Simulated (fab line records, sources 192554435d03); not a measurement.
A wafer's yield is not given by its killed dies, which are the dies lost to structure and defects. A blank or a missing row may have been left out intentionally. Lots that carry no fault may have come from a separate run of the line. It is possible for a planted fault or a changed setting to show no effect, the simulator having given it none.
Lot-split experiment :: flow n5Finfet :: 21 wafers read from 7 lots, route of 1938 steps

## ON THE SPLIT
At N5_BEOL_M10_TRENCH_ETCH_37 (etches SiCOH lowk in C4F6/O2, target depth 148.83 nm, time 48 s), the setting timeS was moved away from the recipe's 48 s on 5 of the 21 wafers read, by -13.5% to +12.6%. All remaining wafers had this setting at the recipe value.

## FROM THE SPLIT TO THE READING: what the file shows between them, 9 steps
- N5_BEOL_M10_ETCH_41: etches SiCN in CH3F/O2, target depth 42.6 nm, time 86 s
- N5_BEOL_M10_STRIP_77: strips in N2/H2, time 10 s
- N5_BEOL_M10_OCD_MEAS_38
- N5_BEOL_M10_SPUTTER_48: material Cu, target thk 12 nm, time 2 s (also split here: powerW)
- N5_BEOL_M10_ECD_50: material Cu, target thk 318 nm
- N5_BEOL_M10_ANNEAL_51: time 90 s
- N5_BEOL_M10_CMP_52: polishes, stops on SiCOH lowk, t overpolish 7 s, target thk 140 nm
- N5_BEOL_M10_PRE_CLEAN_55: time 15 s
- N5_BEOL_M10_DEP_56: deposits SiCN from 3MS/NH3, target thk 15 nm, time 26.5 s

## THE READING
M10_RS, in ohm/sq, at N5_BEOL_M10_RS_MEAS_57 (measures by four-point-probe). Typical for fault-free wafers on this fab line: 0.1493 ohm/sq, with standard deviation 0.0024 ohm/sq.

wafer: L074.3
tool, chamber at the split: rieDiel-01, 3
timeS as run, s: 48
against the recipe: recipe
M10_RS, ohm/sq: 0.1509
against lot-mates on the recipe: -

wafer: L074.5
tool, chamber at the split: rieDiel-01, 1
timeS as run, s: 48
against the recipe: recipe
M10_RS, ohm/sq: 0.1513
against lot-mates on the recipe: -

wafer: L074.6
tool, chamber at the split: rieDiel-01, 0
timeS as run, s: 48
against the recipe: recipe
M10_RS, ohm/sq: 0.1513
against lot-mates on the recipe: -

wafer: L079.1
tool, chamber at the split: rieDiel-06, 0
timeS as run, s: 48
against the recipe: recipe
M10_RS, ohm/sq: 0.1547
against lot-mates on the recipe: -

wafer: L079.3
tool, chamber at the split: rieDiel-06, 2
timeS as run, s: 41.96
against the recipe: -12.6%
M10_RS, ohm/sq: 0.1761
against lot-mates on the recipe: +0.0235

wafer: L079.6
tool, chamber at the split: rieDiel-06, 0
timeS as run, s: 48
against the recipe: recipe
M10_RS, ohm/sq: 0.1505
against lot-mates on the recipe: -

wafer: L086.2
tool, chamber at the split: rieDiel-05, 2
timeS as run, s: 48
against the recipe: recipe
M10_RS, ohm/sq: 0.1495
against lot-mates on the recipe: -

wafer: L086.5
tool, chamber at the split: rieDiel-05, 3
timeS as run, s: 48
against the recipe: recipe
M10_RS, ohm/sq: 0.1470
against lot-mates on the recipe: -

wafer: L086.6
tool, chamber at the split: rieDiel-05, 2
timeS as run, s: 48
against the recipe: recipe
M10_RS, ohm/sq: 0.1489
against lot-mates on the recipe: -

wafer: L085.4
tool, chamber at the split: rieDiel-06, 1
timeS as run, s: 42.7
against the recipe: -11.0%
M10_RS, ohm/sq: 0.1735
against lot-mates on the recipe: +0.0218

wafer: L085.5
tool, chamber at the split: rieDiel-06, 0
timeS as run, s: 48
against the recipe: recipe
M10_RS, ohm/sq: 0.1501
against lot-mates on the recipe: -

wafer: L085.6
tool, chamber at the split: rieDiel-06, 1
timeS as run, s: 48
against the recipe: recipe
M10_RS, ohm/sq: 0.1532
against lot-mates on the recipe: -

wafer: L088.1
tool, chamber at the split: rieDiel-06, 0
timeS as run, s: 48
against the recipe: recipe
M10_RS, ohm/sq: 0.1524
against lot-mates on the recipe: -

wafer: L088.5
tool, chamber at the split: rieDiel-06, 1
timeS as run, s: 48
against the recipe: recipe
M10_RS, ohm/sq: 0.1514
against lot-mates on the recipe: -

wafer: L088.6
tool, chamber at the split: rieDiel-06, 2
timeS as run, s: 54.05
against the recipe: +12.6%
M10_RS, ohm/sq: 0.1335
against lot-mates on the recipe: -0.0184

wafer: L092.2
tool, chamber at the split: rieDiel-05, 0
timeS as run, s: 48
against the recipe: recipe
M10_RS, ohm/sq: 0.1514
against lot-mates on the recipe: -

wafer: L092.5
tool, chamber at the split: rieDiel-05, 3
timeS as run, s: 48
against the recipe: recipe
M10_RS, ohm/sq: 0.1484
against lot-mates on the recipe: -

wafer: L092.6
tool, chamber at the split: rieDiel-05, 2
timeS as run, s: 48
against the recipe: recipe
M10_RS, ohm/sq: 0.1505
against lot-mates on the recipe: -

wafer: L096.2
tool, chamber at the split: rieDiel-05, 3
timeS as run, s: 41.53
against the recipe: -13.5%
M10_RS, ohm/sq: 0.1780
against lot-mates on the recipe: +0.0295

wafer: L096.5
tool, chamber at the split: rieDiel-05, 2
timeS as run, s: 41.53
against the recipe: -13.5%
M10_RS, ohm/sq: 0.1799
against lot-mates on the recipe: +0.0314

wafer: L096.6
tool, chamber at the split: rieDiel-05, 1
timeS as run, s: 48
against the recipe: recipe
M10_RS, ohm/sq: 0.1485
against lot-mates on the recipe: -

FIT RESULTS
A straight line over all 21 wafers: M10_RS changes by -0.0019 ohm/sq for each +1% of timeS; r = -0.98; the points scatter about the line by 0.0024 ohm/sq.
The same after taking each lot's own level away (the mean of its wafers on the recipe; 21 wafers): -0.00195 ohm/sq for each +1%; r = -0.98; scatter 0.0022 ohm/sq.
On that fit, the largest move of timeS shifts the reading by 0.026 ohm/sq.
Across the lots, their own levels run from 0.14847 to 0.15260 ohm/sq, a range of 1.7 times the standard deviation given above.
So the lot-to-lot level changes the slope little: the two slopes agree.
Check: for one of the wafers moved furthest among these (-13.5%), held out of the fit, the line's prediction against its lot-mates is +0.0262 ohm/sq. It came out at +0.0295 ohm/sq against them.

## OTHER SPLITS ON THESE WAFERS
Note: prior to the reading, these wafers also went through further splits. Each is held against what the fit with the lots' levels taken away leaves over:
other split on the same wafers: N5_BEOL_M9_COAT_60 spinRpm
wafers away from the commonest value: 4
r with M10_RS (lot level and that fit taken away): -0.58

other split on the same wafers: N5_BEOL_M10_VIA_ETCH_34 timeS
wafers away from the commonest value: 8
r with M10_RS (lot level and that fit taken away): +0.23

other split on the same wafers: N5_BEOL_M10_SPUTTER_48 powerW
wafers away from the commonest value: 7
r with M10_RS (lot level and that fit taken away): +0.03

## THE WHOLE CHAIN: every reading that the file lists as answering this split, in the file's order
step: N5_BEOL_M10_TRENCH_ETCH_37
what it does: etches SiCOH lowk in C4F6/O2, target depth 148.83 nm, time 48 s
reading: BEOL_M10.featureDepthNm (the simulator's own value, which no gauge read)
change (the file's fit): +1.49 nm for each +1% of the setting
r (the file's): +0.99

step: N5_BEOL_M10_TRENCH_ETCH_37
what it does: etches SiCOH lowk in C4F6/O2, target depth 148.83 nm, time 48 s
reading: etch.depthNm (the simulator's own value, which no gauge read)
change (the file's fit): +1.49 nm for each +1% of the setting
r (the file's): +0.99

step: N5_BEOL_M10_TRENCH_ETCH_37
what it does: etches SiCOH lowk in C4F6/O2, target depth 148.83 nm, time 48 s
reading: TiN_of_BEOL_M10_HM_DEP_02.thkNm (the simulator's own value, which no gauge read)
change (the file's fit): -0.0384 nm for each +1% of the setting
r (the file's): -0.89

step: N5_BEOL_M10_OCD_MEAS_38
what it does: 
reading: trenchDepthNm
change (the file's fit): +1.47 nm for each +1% of the setting
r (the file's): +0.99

step: N5_BEOL_M10_CMP_52
what it does: polishes, stops on SiCOH lowk, t overpolish 7 s, target thk 140 nm
reading: Cu_of_BEOL_M10_ECD_50.thkNm (the simulator's own value, which no gauge read)
change (the file's fit): +1.56 nm for each +1% of the setting
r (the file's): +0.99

step: N5_BEOL_M10_RS_MEAS_57
what it does: measures by four-point-probe
reading: M10_RS
change (the file's fit): -0.0019 for each +1% of the setting
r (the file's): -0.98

## THE FILE'S OWN FIT
M10_RS changes by -0.0019 ohm/sq for each +1% of timeS, r = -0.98.
